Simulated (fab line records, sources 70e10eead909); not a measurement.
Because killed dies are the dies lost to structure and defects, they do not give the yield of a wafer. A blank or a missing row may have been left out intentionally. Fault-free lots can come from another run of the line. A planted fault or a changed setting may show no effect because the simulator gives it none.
Chamber matching -- flow nand harc -- 4 sister chambers for NHARC_A_STAIRCASE_TRIM_229 on rie diel-12
The step chemistry O2, time 211.2 s. 8 wafers are shown with their chamber, then 9 later ones without.

EACH WAFER AND ITS CHAMBER
wafer,chamber,showerhead plenum p Torr (Torr),o2 flow sccm (sccm)
L075.4,3,3.46,497.3
L087.1,2,3.35,499.8
L087.6,2,3.35,498.5
L088.2,0,3.64,503.2
L088.6,1,3.77,502.1
L089.1,3,3.44,497.5
L089.5,1,3.77,500.8
L089.6,0,3.64,502.1

WAFERS WITHOUT THEIR CHAMBER
wafer,showerhead plenum p Torr (Torr),o2 flow sccm (sccm)
L091.2,3.76,500.6
L091.4,3.44,500.2
L091.5,3.34,495.4
L095.1,3.43,498.7
L095.3,3.63,496.3
L095.4,3.33,499.5
L097.1,3.75,499.1
L097.3,3.43,499.8
L097.4,3.33,501.3

WHICH CHAMBER EACH WENT THROUGH
wafer,from the rows above,in truth
L091.2,1,1
L091.4,3,3
L091.5,2,2
L095.1,3,3
L095.3,0,0
L095.4,2,2
L097.1,1,1
L097.3,3,3
L097.4,2,2
9 of 9 placed correctly. Can't be placed from these rows: 0. Placed wrongly: 0.
How it was worked out, from the rows above alone: a wafer's distance from a chamber is the root of the sum, over the readings, of the square of ((its reading less the chamber's mean) divided by the reading's scatter). If the next closest chamber is less than 2 further off than the closest, the wafer can't be placed; otherwise it belongs to the closest. A chamber's mean is the mean of its shown wafers. The scatter is the square root of a quotient: the sum, over the shown wafers, of each reading's squared deviation from its chamber's mean, divided by wafers minus chambers.
